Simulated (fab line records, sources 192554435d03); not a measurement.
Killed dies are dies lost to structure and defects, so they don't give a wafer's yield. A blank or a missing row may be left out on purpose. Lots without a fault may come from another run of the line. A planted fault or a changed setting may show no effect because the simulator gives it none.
A struck lot beside a sound one | flow n5_finfet | 15 steps out of a route of 1938
Sound: wafers L885.1, L885.2. Struck: wafers L883.1, L883.3, L883.6. The cause comes at the end.
At each step with rows: each side's tool, then ch and its chambers, then its first start. Under that, the readings that differ: sound wafers | struck wafers | difference of the means | sigmas: that difference in standard deviations of wafers without a fault.
alike: readings whose means differ by less than 2 such deviations, and words and numbers that are the same on both sides. not compared: withheld readings, readings that some wafer has no value for, bounds like >300 that may hide the same value, and numbers for which the record gives no deviation and whose values overlap.
The two part at a step that has a row with sigmas, a row that says differs or no value, or rows on one side only. Numbers that don't overlap but have no deviation are shown without sigmas and don't part them. A reading that every wafer of one side lacks parts them only if that side has two wafers or more.

N5_BEOL_M9_CURE_72: cures SiCOH lowk, time 120 s.
  sound on uv_cure-01 ch 0, day 12 21:45; struck on uv_cure-02 ch 2, day 12 05:05
  alike: lamp_power_pct, wafer_temp_C_max
N5_BEOL_M9_DEGAS_44: time 60 s.
  sound on pvd_sputter-02, day 12 22:13; struck on pvd_sputter-03, day 12 05:26
  alike: heater_power_w
then, 4 steps without rows for these wafers: N5_BEOL_M9_PRE_CLEAN_45 (time 30 s); N5_BEOL_M9_ALD_74 (deposits TaN, target thk 2 nm, pulse time 2 s, purge time 3 s); N5_BEOL_M9_SURFACE_TREAT_79; N5_BEOL_M9_CVD_78 (deposits Co from CCTBA/H2, target thk 2 nm, time 138.9 s).
N5_BEOL_M9_SPUTTER_48: material Cu, target thk 12 nm, time 2 s.
  sound on pvd_sputter-03, day 12 23:08; struck on pvd_sputter-02, day 12 06:10
  alike: throttle_valve_pct
then, 1 step without rows for these wafers: N5_BEOL_M9_ECD_50 (material Cu, target thk 318 nm).
N5_BEOL_M9_ANNEAL_51: time 90 s.
  sound on rtp_anneal-02 ch 0, day 12 23:25; struck on rtp_anneal-01 ch 0, day 12 06:23
  reading          | sound         | struck               | difference | sigmas
  wafer_temp_C_max | 226.55 226.11 | 225.77 225.66 225.71 | -0.62      | -2
N5_BEOL_M9_CMP_52: polishes, stops on SiCOH lowk, t overpolish 7 s, target thk 140 nm.
  sound on cmp-02 ch 0,2, day 12 23:43; struck on cmp-02 ch 1,3, day 12 06:44
  alike: barrier_field_endpoint_s, motor_current_A, overpolish_run_s, slurry_flow_ml_min, time_to_endpoint_s
N5_BEOL_M9_THK_MEAS_53: measures by xrf.
  sound on film_metro-02, day 13 00:00; struck on film_metro-01, day 12 06:59
  alike: M9_THK
then, 1 step without rows for these wafers: N5_BEOL_M9_PRE_CLEAN_55 (time 15 s).
N5_BEOL_M9_DEP_56: deposits SiCN from 3MS/NH3, target thk 15 nm, time 26.5 s.
  sound on pecvd-02 ch 1,2, day 13 00:04; struck on pecvd-04 ch 1,2, day 12 07:03
  alike: showerhead_plenum_p_Torr, throttle_valve_pct
  not compared: model.SiCN_of_BEOL_M9_DEP_56.thk_nm
N5_BEOL_M9_RS_MEAS_57: measures by four-point-probe.
  sound on film_metro-02, day 13 00:08; struck on film_metro-01, day 12 07:07
  alike: M9_RS
then, 1 step without rows for these wafers: N5_PASSIVATION_PROBE_49.

WHERE THEY PART
Only at N5_BEOL_M9_ANNEAL_51, within this record. Later steps at which nothing parts them and some readings are alike: N5_BEOL_M9_CMP_52, N5_BEOL_M9_THK_MEAS_53, N5_BEOL_M9_DEP_56, N5_BEOL_M9_RS_MEAS_57.

WHY: what the simulator had put in
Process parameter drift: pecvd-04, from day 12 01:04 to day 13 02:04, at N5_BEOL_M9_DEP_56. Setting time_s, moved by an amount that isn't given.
